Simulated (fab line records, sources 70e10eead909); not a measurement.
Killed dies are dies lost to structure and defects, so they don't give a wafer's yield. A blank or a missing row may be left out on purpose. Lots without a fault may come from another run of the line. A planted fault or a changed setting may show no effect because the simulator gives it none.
fab line records | flow nand_harc
record lots=5 wafers=15 last_day=33
route steps=1302 shown A_M0@1162 A_M1@1169 END@1302
lots that met no fault: from a run of the same line without faults
start_h: hours from the record's first day to the start of the lot's first wafer shown | wait_h: hours since the lot's step before | " the same as in the row above | L1.1+2: a row that stands for several wafers | - no value, or no start given | * or withheld: withheld | < > ~ a bound
route shown NAME@n: a module of which the file shows steps, and the number in the route of the first | usual: mean/standard deviation of fault-free wafers | same: alike in all rows | chamber/n: place in a boat | sites: the reading at each site | _std_site: their standard deviation | _edge_site: outer sites' mean less inner sites' | radius_mm: how far each site lies from the wafer's centre | mask NAME#n: copy n | behind: the tool/chamber that last shaped the wafer | hold: why the lot was held/for how many hours/how that ended | device: the transistor (n, p or np) that didn't switch | end of line: the same wafers' tests at the end of the route | a step without rows: its recipe alone | killed: dies lost to structure and defects at the first sort, not the wafer's yield | map: a wafer's dies, x killed, . not, _ none there
set.NAME: the setting as run; set.NAME@STEP: as run at that earlier step | model.NAME: the simulator's own value behind a step, which no gauge read
lots at some steps of the route; a table a step, a row a wafer
services: from which hour (start_h, from the record's first day; less than 0 if before it) a tool's chamber was out of use, for how many hours, and why
## steps
# step NHARC_A_M0_CMP_23
# recipe t_overpolish_s=20 target_thk_nm=113.75
# usual motor_current_A=11.6/1.5 slurry_filter_dp_kPa=13.51/0.14 time_to_endpoint_s=28.6/2.3
# columns lot.wafer tool chamber start_h wait_h motor_current_A slurry_filter_dp_kPa time_to_endpoint_s
L486.3 cmp-02 2 545.12 - 11.3 13.66 27.6
L486.4 " 3 " " 10.0 13.12 28.1
L486.6 " 1 " " 9.5 13.58 26.4
L495.2 cmp-01 3 634.99 - 12.9 13.37 25.9
L495.4 " 0 " " 14.4 13.65 23.6
L495.6 " 0 " " 13.7 13.63 24.8
L499.4 cmp-04 0 694.57 - 12.4 13.64 29.3
L499.2 " 1 " " 11.6 13.70 32.5
L499.5 " 2 " " 11.1 13.53 28.6
L504.4 cmp-02 0 711.75 - 12.9 13.52 31.9
L504.6 " 2 " " 11.4 13.43 29.7
L504.5 " 3 " " 10.4 13.41 33.8
L505.3 cmp-02 1 763.98 - 9.9 13.32 25.0
L505.1 " 3 " " 10.1 13.50 27.1
L505.4 " 0 " " 12.5 13.50 25.3
# step NHARC_A_M0_THK_MEAS_24
# recipe thk_meas_gauge=xrf
# usual thk_nm=113.8/1.3
# columns lot.wafer tool chamber start_h wait_h thk_nm
L486.3 film_metro-02 - 545.41 - 113.9
L486.4 " - " " 113.9
L486.6 " - " " 113.0
L495.2 film_metro-01 - 635.31 - 111.4
L495.4 " - " " 111.1
L495.6 " - " " 112.3
L499.2 film_metro-01 - 694.83 - 113.7
L499.4 " - " " 113.5
L499.5 " - " " 113.8
L504.4 film_metro-02 - 712.01 - 113.3
L504.5 " - " " 114.5
L504.6 " - " " 116.4
L505.1 film_metro-01 - 764.29 - 115.9
L505.3 " - " " 114.7
L505.4 " - " " 115.1
# step NHARC_A_M0_SRD_25
# step NHARC_A_M0_INSPECT_27
# usual raw_defect_count=561/150
# columns lot.wafer tool chamber start_h wait_h raw_defect_count
L486.3 defect_inspect-01 - 545.56 0.0 592
L486.4 " - " " 611
L486.6 " - " " 742
L495.2 defect_inspect-02 - 635.47 0.0 485
L495.4 " - " " 469
L495.6 " - " " 748
L499.2 defect_inspect-01 - 694.99 0.0 600
L499.4 " - " " 540
L499.5 " - " " 408
L504.4 defect_inspect-01 - 712.16 0.0 364
L504.5 " - " " 323
L504.6 " - " " 401
L505.1 defect_inspect-02 - 764.45 0.0 385
L505.3 " - " " 560
L505.4 " - " " 486
# step NHARC_A_M0_PRE_CLEAN_31
# recipe time_s=12 temp_c=370 rf_power_w=300 gas=NH3
# usual heater_power_w=633/65 susceptor_temp_C=369.99/0.21
# columns lot.wafer tool chamber start_h wait_h heater_power_w susceptor_temp_C
L486.3 pecvd-02 1 545.63 0.1 643 370.08
L486.4 " 2 " " 733 370.05
L486.6 " 0 " " 554 370.10
L495.2 pecvd-01 1 635.54 0.1 626 370.18
L495.4 " 1 " " 607 370.18
L495.6 " 2 " " 678 370.38
L499.2 pecvd-02 1 695.08 0.1 593 369.96
L499.5 " 2 " " 669 370.11
L499.4 " 0 " " 577 369.99
L504.5 pecvd-02 1 712.27 0.1 677 370.23
L504.4 " 2 " " 714 369.94
L504.6 " 0 " " 543 370.17
L505.3 pecvd-02 1 764.53 0.1 655 370.04
L505.1 " 2 " " 724 370.06
L505.4 " 2 " " 725 369.92
# step NHARC_A_M0_DEP_32
# recipe target_thk_a=300 temp_c=370 target_thk_nm=30 pressure_torr=3 flow_sccm=200 rf_w=450 material=SiCN
# usual heater_power_w=576/65 susceptor_temp_C=370.03/0.21
# columns lot.wafer tool chamber start_h wait_h heater_power_w susceptor_temp_C
L486.3 pecvd-02 1 545.71 0.1 501 370.00
L486.4 " 2 " " 569 370.00
L486.6 " 0 " " 452 370.01
L495.2 pecvd-01 1 635.62 0.1 649 369.91
L495.4 " 1 " " 636 369.67
L495.6 " 2 " " 613 369.89
L499.2 pecvd-02 1 695.22 0.1 551 369.97
L499.5 " 2 " " 685 370.21
L499.4 " 0 " " 541 369.74
L504.5 pecvd-02 1 712.44 0.2 596 369.73
L504.4 " 2 " " 682 370.32
L504.6 " 0 " " 522 370.04
L505.3 pecvd-02 1 764.63 0.1 520 369.82
L505.1 " 2 " " 662 370.00
L505.4 " 2 " " 634 369.94
# step NHARC_A_M1_DEP_00
# recipe target_thk_a=1825 target_thk_nm=182.5 temp_c=withheld pressure_torr=5 flow_sccm=200 rf_w=600 material=SiOC
# step NHARC_A_M1_DEHYDRATE_01
# recipe temp_c=150 time_s=120
# step NHARC_A_M1_HMDS_02
# recipe time_s=30
# step NHARC_A_M1_COAT_34
# recipe temp_c=200 time_s=65
# step NHARC_A_M1_COAT_03
# recipe spin_rpm=1500 resist_thk_nm=90
# step NHARC_A_M1_SOFTBAKE_04
# recipe temp_c=105 time_s=55
# usual heater_power_total_W=188.45/0.14
# columns lot.wafer tool chamber start_h wait_h heater_power_total_W
L486.3 litho_track-06 0 546 - 188.47
L486.4 " 0 " " 188.33
L486.6 " 0 " " 188.29
L495.2 litho_track-06 0 636 - 188.37
L495.4 " 0 " " 193.16
L495.6 " 0 " " 193.08
L499.2 litho_track-01 0 695 - 188.77
L499.4 " 0 " " 188.46
L499.5 " 0 " " 188.48
L504.4 litho_track-01 0 713 - 188.37
L504.5 " 0 " " 188.70
L504.6 " 0 " " 188.69
L505.1 litho_track-06 0 765 - 188.27
L505.3 " 0 " " 188.30
L505.4 " 0 " " 188.44
# step NHARC_A_M1_EBR_05
# step NHARC_END_SORT_01
# recipe temp_c=25
# usual defect_limited_yield=90.1/2.4 killed_at_array=62/16 killed_at_other=0.8/1.1 killed_at_periphery=4/3.2 killed_dies=67/16 killed_open=3.5/1.9 killed_short=2.1/1.5
# same gross_dies=677
# columns lot.wafer tool chamber start_h wait_h defect_limited_yield[%] killed_at_array killed_at_other killed_at_periphery killed_dies killed_open killed_short
L486.3 prober-02 0 584.43 3.1 87.6 75 0 9 84 4 2
L486.4 prober-02 0 585.24 3.4 88.0 68 0 13 81 6 2
L486.6 prober-02 0 586.86 4.1 90.5 49 0 15 64 4 2
L495.2 prober-02 0 673.02 2.8 91.3 56 0 3 59 5 1
L495.4 prober-02 0 674.62 3.4 89.4 69 0 3 72 4 4
L495.6 prober-02 0 676.22 4.0 91.3 56 0 3 59 1 2
L499.2 prober-01 0 733.04 2.8 85.7 89 0 8 97 4 0
L499.4 prober-01 0 734.65 3.4 87.7 75 3 5 83 4 0
L499.5 prober-01 0 735.45 3.7 89.7 62 4 4 70 1 0
L504.4 prober-02 0 750.76 3.4 90.4 58 0 7 65 3 0
L504.5 prober-02 0 751.56 3.7 90.3 58 0 8 66 8 3
L504.6 prober-02 0 752.36 4.0 91.0 59 2 0 61 5 1
L505.1 prober-02 0 800.35 2.5 91.6 57 0 0 57 1 2
L505.3 prober-02 0 801.97 3.1 87.7 74 2 7 83 7 4
L505.4 prober-02 0 802.77 3.4 91.7 54 0 2 56 4 0
# killed by level:class
L486.3 A_CHANNEL_HOLE_D2:chamber_film_flake=32 A_CHANNEL_HOLE_D1:chamber_film_flake=29 P_GATE:chamber_film_flake=5 A_CONTACT:chamber_film_flake=3 A_CHANNEL_FILL_D1:chamber_film_flake=3 A_CHANNEL_FILL_D2:geometric_particle:open=2 P_M1:chamber_film_flake=2 A_WL_FILL:chamber_film_flake=2
L486.4 A_CHANNEL_HOLE_D1:chamber_film_flake=31 A_CHANNEL_HOLE_D2:chamber_film_flake=25 P_STI:chamber_film_flake=7 P_GATE:chamber_film_flake=4 A_CONTACT:chamber_film_flake=3 A_CHANNEL_FILL_D2:geometric_particle:open=2 A_ONON_D1:geometric_particle:open=1 A_ONON_D2:geometric_particle:open=1
L486.6 A_CHANNEL_HOLE_D1:chamber_film_flake=25 A_CHANNEL_HOLE_D2:chamber_film_flake=17 P_GATE:chamber_film_flake=7 P_STI:chamber_film_flake=4 P_CONTACT:geometric_particle:open=3 A_STAIRCASE:chamber_film_flake=2 P_STI:geometric_particle:short=1 A_CHANNEL_FILL_D1:geometric_particle:short=1
L495.2 A_SLIT:chamber_film_flake=30 A_CHANNEL_HOLE_D2:chamber_film_flake=16 A_CHANNEL_HOLE_D1:chamber_film_flake=4 P_M0:geometric_particle:open=1 A_CHANNEL_HOLE_D1:geometric_particle:open=1 A_CHANNEL_FILL_D1:geometric_particle:short=1 A_ONON_D2:geometric_particle:open=1 A_WL_FILL:geometric_particle:open=1
L495.4 A_SLIT:chamber_film_flake=33 A_CHANNEL_HOLE_D2:chamber_film_flake=23 A_CHANNEL_HOLE_D1:chamber_film_flake=4 A_ONON_D2:geometric_particle:short=2 P_M0:geometric_particle:short=1 P_M0:geometric_particle:open=1 A_SOURCE_PLATE:geometric_particle:open=1 A_DECK1_JOINT:geometric_particle:short=1
L495.6 A_SLIT:chamber_film_flake=32 A_CHANNEL_HOLE_D2:chamber_film_flake=16 A_CHANNEL_HOLE_D1:chamber_film_flake=4 P_M0:geometric_particle:open=1 P_M1:geometric_particle:short=1 A_WL_FILL:geometric_particle:short=1 P_GATE:chamber_film_flake=1 A_STAIRCASE:chamber_film_flake=1
L499.2 A_CHANNEL_HOLE_D1:chamber_film_flake=41 A_SLIT:chamber_film_flake=34 P_CONTACT:chamber_film_flake=5 A_BLC:chamber_film_flake=5 P_GATE:chamber_film_flake=2 A_DECK1_JOINT:chamber_film_flake=2 P_GATE:geometric_particle:open=1 A_DECK1_JOINT:geometric_particle:open=1
L499.4 A_SLIT:chamber_film_flake=38 A_CHANNEL_HOLE_D1:chamber_film_flake=30 P_CONTACT:chamber_film_flake=4 A_DECK1_JOINT:geometric_particle:open=2 A_CONTACT:chamber_film_flake=2 THIN_TSV:chamber_film_flake=2 P_CONTACT:geometric_particle:open=1 STARTING-WAFER:geometric_particle:open=1
L499.5 A_SLIT:chamber_film_flake=32 A_CHANNEL_HOLE_D1:chamber_film_flake=22 THIN_TSV:chamber_film_flake=4 A_BLC:chamber_film_flake=3 P_CONTACT:chamber_film_flake=2 A_WL_FILL:chamber_film_flake=2 P_CONTACT:geometric_particle:open=1 P_GATE:chamber_film_flake=1
L504.4 A_CHANNEL_HOLE_D2:chamber_film_flake=28 A_CHANNEL_HOLE_D1:chamber_film_flake=14 P_GATE:chamber_film_flake=5 A_STAIRCASE:chamber_film_flake=5 A_SLIT:chamber_film_flake=4 A_M1:chamber_film_flake=2 A_CHANNEL_FILL_D1:geometric_particle:open=1 A_DECK1_JOINT:geometric_particle:open=1
L504.5 A_CHANNEL_HOLE_D2:chamber_film_flake=15 A_CHANNEL_HOLE_D1:chamber_film_flake=11 A_STAIRCASE:chamber_film_flake=7 P_GATE:chamber_film_flake=6 A_SLIT:chamber_film_flake=6 A_ZERO_WELL:chamber_film_flake=3 A_M1:chamber_film_flake=3 A_WL_FILL:geometric_particle:short=2
L504.6 A_CHANNEL_HOLE_D2:chamber_film_flake=27 A_CHANNEL_HOLE_D1:chamber_film_flake=9 A_CONTACT:chamber_film_flake=6 A_SLIT:chamber_film_flake=5 A_STAIRCASE:chamber_film_flake=3 A_CHANNEL_FILL_D1:chamber_film_flake=2 THIN_TSV:chamber_film_flake=2 A_CHANNEL_FILL_D1:geometric_particle:open=1
L505.1 A_CHANNEL_HOLE_D2:chamber_film_flake=33 A_SLIT:chamber_film_flake=8 A_STAIRCASE:chamber_film_flake=5 A_CONTACT:chamber_film_flake=5 A_DECK1_JOINT:chamber_film_flake=2 A_SOURCE_PLATE:geometric_particle:short=1 A_CHANNEL_FILL_D1:geometric_particle:short=1 A_DECK1_JOINT:geometric_particle:open=1
L505.3 A_CHANNEL_HOLE_D2:chamber_film_flake=41 A_SLIT:chamber_film_flake=12 A_CONTACT:chamber_film_flake=6 P_ZERO_WELL:chamber_film_flake=3 A_STAIRCASE:chamber_film_flake=3 A_SOURCE_PLATE:geometric_particle:open=2 A_CHANNEL_HOLE_D1:geometric_particle:open=2 P_GATE:chamber_film_flake=2
L505.4 A_CHANNEL_HOLE_D2:chamber_film_flake=27 A_SLIT:chamber_film_flake=14 A_STAIRCASE:chamber_film_flake=5 A_CONTACT:chamber_film_flake=4 P_CONTACT:geometric_particle:open=1 A_CHANNEL_FILL_D1:geometric_particle:open=1 A_DECK1_JOINT:geometric_particle:open=1 A_BLC:geometric_particle:open=1
## services
# columns tool chamber start_h hours kind
cmp-04 - 522.05 1.9 repair
cmp-02 - 526.73 4.0 pm
litho_track-06 - 529.00 7.0 pm
cmp-02 - 537.07 0.8 repair
cmp-01 - 539.27 0.8 repair
pecvd-02 0 555.87 21.5 repair
cmp-04 - 563.87 4.0 pm
cmp-01 - 577.60 4.0 pm
pecvd-02 - 589.04 13.0 pm
pecvd-01 0 590.07 2.0 repair
cmp-02 - 615.40 1.0 repair
cmp-02 - 624.73 4.0 pm
cmp-02 - 632.70 6.1 repair
cmp-02 - 658.10 1.3 repair
pecvd-02 0 661.47 5.9 repair
cmp-02 - 667.35 1.7 repair
pecvd-02 1 673.41 16.3 repair
pecvd-01 - 673.83 13.0 pm
litho_track-01 - 680.00 7.0 pm
cmp-02 - 681.62 1.8 repair
litho_track-06 - 704.00 7.0 pm
cmp-02 - 715.23 4.7 repair
cmp-02 - 722.73 4.0 pm
cmp-02 - 732.21 0.8 repair
## key
first_sign step=NHARC_A_M1_SOFTBAKE_04 reading=heater_power_total_W direction=up sigmas=33 usual=* struck=*
effect none on later readings
met_at NHARC_A_M1_SOFTBAKE_04
struck_wafers L495.4,L495.6
onset_between 546 636
fault kind=process_parameter_drift tool=litho_track-06 chamber=- onset_h=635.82 steps=NHARC_A_M1_SOFTBAKE_04 channel=time_s offset=* shape=step end_h=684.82 scope=struck_wafers_only acts_in=* stated=*
